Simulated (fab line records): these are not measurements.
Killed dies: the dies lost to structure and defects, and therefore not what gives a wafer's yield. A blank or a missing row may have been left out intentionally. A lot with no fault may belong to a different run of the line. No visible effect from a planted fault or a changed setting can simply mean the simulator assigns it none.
One fault through the eyes of 2 desks :: flow n5_finfet :: every desk sees just its own numbers, and what lay behind them comes last

== AT THE METROLOGY DESK ==
What the gauges read for every lot (on any tool): the sampled wafers with a number, averaged. A lot is out of limits, marked OUT, if its mean lies more than 4 standard deviations from the usual mean; the brackets give that distance. 7 of its 12 readings are shown, namely those furthest out on some lot.
Columns: A = DIBL_P at N5_BEOL_M4_RC_MEAS_101, usual 36.8 mV/V; B = IOFF_P at N5_BEOL_M4_RC_MEAS_101, usual 0.206 nA/um; C = ION_P at N5_BEOL_M4_RC_MEAS_101, usual 462 uA/um; D = SS_N at N5_BEOL_M4_RC_MEAS_101, usual 71.6 mV/dec; E = VT_P at N5_BEOL_M4_RC_MEAS_101, usual -251 mV; F = cd_nm at N5_BEOL_M11_CD_MEAS_18, usual 70.0 nm; G = trench_depth_nm at N5_BEOL_M11_OCD_MEAS_38, usual 148.2 nm
lot: L574
first seen here: day 9 01:16
A: 35.4
B: 0.167
C: 458
D: 70.6
E: -256
F: 70.2
G: 148.0

lot: L576
first seen here: day 9 04:16
A: 34.7
B: 0.198
C: 461
D: 72.0
E: -250
F: 69.6
G: 147.2

lot: L578
first seen here: day 10 13:31
A: 39.2
B: 0.229
C: 464
D: 72.4
E: -252
F: 70.1
G: 147.2

lot: L581
first seen here: day 10 13:47
A: 34.9
B: 0.192
C: 457
D: 71.8
E: -251
F: 69.0
G: 147.7

lot: L587
first seen here: day 12 06:56
A: 35.8
B: 0.199
C: 463
D: 71.3
E: -250
F: 70.8
G: 144.5

lot: L591
first seen here: day 13 11:52
A: 36.2
B: 0.171
C: 450
D: 71.4
E: -257
F: 69.9
G: 148.9

lot: L592
first seen here: day 13 16:56
A: 37.1
B: 0.208
C: 464
D: 71.7
E: -250
F: -
G: -

lot: L593
first seen here: day 13 18:54
A: 35.1
B: 0.226
C: 468
D: 71.3
E: -248
F: 70.3
G: 147.7
This desk found nothing out of limits on any of the 8 lots.

== THE TOOL OWNER'S DESK: rie_diel-06 ==
The tool's own readings at N5_BEOL_M11_ETCH_62 (etches SOC in N2/H2, target depth 110 nm, overetch 22 nm, time 165 s): means of the sampled wafers that have a number, for each lot that ran on this tool. A lot is out of limits, marked OUT, if its mean lies more than 4 standard deviations from the usual mean; the brackets give that distance.
Columns: A = drypump_motor_current_A at N5_BEOL_M11_ETCH_62, usual 5.8 A; B = oes_product_au at N5_BEOL_M11_ETCH_62, usual 0.68 a.u.; C = rf_fwd_power_W at N5_BEOL_M11_ETCH_62, usual 837.6 W; D = rf_vpp_V at N5_BEOL_M11_ETCH_62, usual 523.1 V; E = showerhead_plenum_p_Torr at N5_BEOL_M11_ETCH_62, usual 2.52 Torr; F = throttle_valve_pct at N5_BEOL_M11_ETCH_62, usual 17.68 %
lot: L578
first seen here: day 13 03:20
A: 6.1
B: 0.78
C: 836.1
D: 521.8
E: 2.49
F: 17.60

lot: L581
first seen here: day 13 07:49
A: 5.5
B: 0.71
C: 839.5
D: 521.5
E: 2.47
F: 17.66

lot: L587
first seen here: day 15 03:13
A: 5.9
B: 0.74
C: 836.4
D: 522.9
E: 2.49
F: 17.55

lot: L592
first seen here: day 16 04:18
A: 5.6
B: 0.52
C: 836.8
D: 521.5
E: 2.44
F: 17.91

lot: L593
first seen here: day 16 05:01
A: 6.0
B: 0.65
C: 837.8
D: 521.6
E: 2.46
F: 17.73
This desk found nothing out of limits on any of the 5 lots.

== TAKEN TOGETHER ==
Nothing out of limits was seen by the metrology desk.
Nothing out of limits was seen by the tool owner's desk.

== WHAT WAS PUT IN BY THE SIMULATOR ==
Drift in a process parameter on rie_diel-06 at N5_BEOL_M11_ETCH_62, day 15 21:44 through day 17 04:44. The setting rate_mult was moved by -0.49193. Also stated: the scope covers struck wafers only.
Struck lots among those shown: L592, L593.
